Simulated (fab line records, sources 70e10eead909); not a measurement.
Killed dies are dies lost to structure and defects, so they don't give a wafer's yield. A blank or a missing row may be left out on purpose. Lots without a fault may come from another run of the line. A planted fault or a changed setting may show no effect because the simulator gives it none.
Problem report in the 8D (eight disciplines) form, filled by code | flow nand_harc | the parts of the form that need people (team, actions taken, sign-off) are left out

1. THE PROBLEM
killed_at_other at NHARC_END_SORT_01 reads a mean of 596.0 on 3 wafers of 1 lot; wafers without a fault read 1.0 with a standard deviation of 1.4. That is +99 or more standard deviations from the usual mean.
First seen on wafer L869.1, day 30 18:14, on prober-01. The record holds 6 wafers of 2 lots with a number at this step. Rule for "out", or "out of limits": more than 4 standard deviations from the usual mean. The other wafers with a number count as sound.

2. WHAT IT IS AND WHAT IT IS NOT
question                    | is                                                 | is not
which readings at this step | killed_at_other, defect_limited_yield, killed_dies | killed_at_array, killed_at_periphery, killed_open, killed_short
which lots                  | L869                                               | L858
which wafers of those lots  | all that have a number                             | -
read on which gauges        | prober-01                                          | prober-02
when                        | from day 30 18:14                                  | up to then (3 sound wafers)

3. SUSPECTS, AND WHAT RULES EACH OUT
Counting: a tool at a process step up to the reading stays a suspect if it ran every lot that is out and no sound lot after the first of them.
- the gauge at NHARC_END_SORT_01: kept. All the wafers that are out were read on prober-01, and no step on other tools shows them out.
- grinder-01 at NHARC_THIN_TSV_GRIND_00: kept. It ran the lot that is out, L869 (day 29 23:28), and no sound lot after that; its last sound lot up to then is L858 (day 25 00:01).
- pvd_sputter-01 at NHARC_THIN_TSV_PVD_19 (deposits TaN, target thk 20 nm): kept. It ran the lot that is out, L869 (day 30 08:43), and no sound lot after that. NHARC_THIN_TSV_PVD_19 gives no start for some lots, so the hours and the order of its lots are those of NHARC_THIN_TSV_STRIP_56.
- plasma_asher-02 at NHARC_THIN_TSV_STRIP_56 (strips in O2): kept. It ran the lot that is out, L869 (day 30 08:43), and no sound lot after that.
Left after counting: grinder-01 at NHARC_THIN_TSV_GRIND_00, pvd_sputter-01 at NHARC_THIN_TSV_PVD_19, plasma_asher-02 at NHARC_THIN_TSV_STRIP_56, prober-01 at NHARC_END_SORT_01.

4. THE CAUSE (what the simulator had put in)
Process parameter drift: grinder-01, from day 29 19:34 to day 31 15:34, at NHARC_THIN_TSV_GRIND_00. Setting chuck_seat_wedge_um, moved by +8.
Counting left 4 suspects, and this tool is among them.

5. THE CHAIN OF EFFECTS, in route order
Each row: a reading whose mean over the struck wafers that have a number lies more than 3 standard deviations from the usual. Only readings for which the record gives a usual standard deviation are gone through. hours: the time from each lot's start at the first step in this table that gives one to its start at this step, as a median over the lots. sigmas: the change in usual standard deviations.
hours | step              | reading              | usual | on struck wafers | change | sigmas
0     | NHARC_END_SORT_01 | defect_limited_yield | 90 %  | 0                | -90    | -26
0     | NHARC_END_SORT_01 | killed_at_other      | 1.0   | 596.0            | +595.0 | +99 or more
0     | NHARC_END_SORT_01 | killed_dies          | 67    | 677              | +610   | +27

6. WHAT WOULD HAVE CAUGHT IT SOONER
In this record the first reading out of limits at a measuring or inspecting step was taken at day 30 18:14, 23 hours after the fault began at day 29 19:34.
Of the tool readings at NHARC_THIN_TSV_GRIND_00 for which the record gives a usual standard deviation, none was out on any struck wafer, so an alarm limit of 4 standard deviations on them would not have fired.
All the lots that are out (1) had begun NHARC_THIN_TSV_GRIND_00 on grinder-01 by day 30 18:14. A hold on the tool at that time would have spared none of them.
